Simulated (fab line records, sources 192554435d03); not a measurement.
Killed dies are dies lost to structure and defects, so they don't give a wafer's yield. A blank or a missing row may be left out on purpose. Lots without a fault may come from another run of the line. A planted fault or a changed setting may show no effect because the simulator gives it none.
Split-lot experiment | flow n5_finfet | 7 lots, 21 wafers read, on a route of 1938 steps

THE SPLIT
At N5_BEOL_M15_SPUTTER_44 (material Ta, target thk 15 nm, time 24.19 s), the setting power_w was moved away from the recipe's 15000 W on 9 of the 21 wafers read, by -15.0% to +17.7%. The other wafers ran this setting at the recipe's value.

The reading is taken at the split's own step.

THE READING
Ta_of_BEOL_M15_SPUTTER_44.thk_nm (the simulator's own value, which no gauge read), in nm, at N5_BEOL_M15_SPUTTER_44 (material Ta, target thk 15 nm, time 24.19 s). The file gives no usual value for it. The 12 wafers here that ran the recipe average 15.0 nm, standard deviation 0.11 nm.

wafer  | tool, chamber at the split | power_w as run, W | against the recipe | Ta_of_BEOL_M15_SPUTTER_44.thk_nm, nm | against lot-mates on the recipe
L074.2 | pvd_sputter-01, -          | 15000             | recipe             | 14.8                                 | -
L074.3 | pvd_sputter-01, -          | 13120             | -12.5%             | 13                                   | -1.8
L074.4 | pvd_sputter-01, -          | 13120             | -12.5%             | 13.2                                 | -1.6
L076.1 | pvd_sputter-01, -          | 12750             | -15.0%             | 12.8                                 | -2.2
L076.3 | pvd_sputter-01, -          | 12750             | -15.0%             | 12.8                                 | -2.2
L076.6 | pvd_sputter-01, -          | 15000             | recipe             | 15                                   | -
L082.1 | pvd_sputter-01, -          | 16390             | +9.3%              | 16.4                                 | +1.4
L082.4 | pvd_sputter-01, -          | 16390             | +9.3%              | 16.2                                 | +1.2
L082.5 | pvd_sputter-01, -          | 15000             | recipe             | 15                                   | -
L086.2 | pvd_sputter-01, -          | 17660             | +17.7%             | 17.6                                 | +2.6
L086.5 | pvd_sputter-01, -          | 15000             | recipe             | 15                                   | -
L086.6 | pvd_sputter-01, -          | 15000             | recipe             | 15                                   | -
L095.2 | pvd_sputter-03, -          | 15000             | recipe             | 15.2                                 | -
L095.5 | pvd_sputter-03, -          | 15000             | recipe             | 15.2                                 | -
L095.4 | pvd_sputter-03, -          | 15000             | recipe             | 15                                   | -
L094.2 | pvd_sputter-01, -          | 15000             | recipe             | 15                                   | -
L094.4 | pvd_sputter-01, -          | 15000             | recipe             | 15                                   | -
L094.3 | pvd_sputter-01, -          | 15000             | recipe             | 15.2                                 | -
L097.1 | pvd_sputter-03, -          | 15000             | recipe             | 15                                   | -
L097.3 | pvd_sputter-03, -          | 16320             | +8.8%              | 16.4                                 | +1.4
L097.6 | pvd_sputter-03, -          | 16320             | +8.8%              | 16.4                                 | +1.4

THE FIT
A straight line over all 21 wafers: Ta_of_BEOL_M15_SPUTTER_44.thk_nm changes by +0.148 nm for each +1% of power_w; r = +1.00; the points scatter about the line by 0.11 nm.
The same after taking each lot's own level away (the mean of its wafers on the recipe; 21 wafers): +0.145 nm for each +1%; r = +1.00; scatter 0.089 nm.
On that fit, the largest move of power_w shifts the reading by 2.6 nm.
The lots' own levels span 14.80 to 15.13 nm, that is 3.0 times the standard deviation above.
So the lot-to-lot level changes the slope little: the two slopes agree.
Check: with one of the wafers moved furthest among these (+17.7%) left out of the fit, the line predicts +2.58 nm for it against its lot-mates. It came out at +2.6 nm against them.

THE FILE'S OWN FIT
Ta_of_BEOL_M15_SPUTTER_44.thk_nm changes by +0.145 nm for each +1% of power_w, r = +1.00.
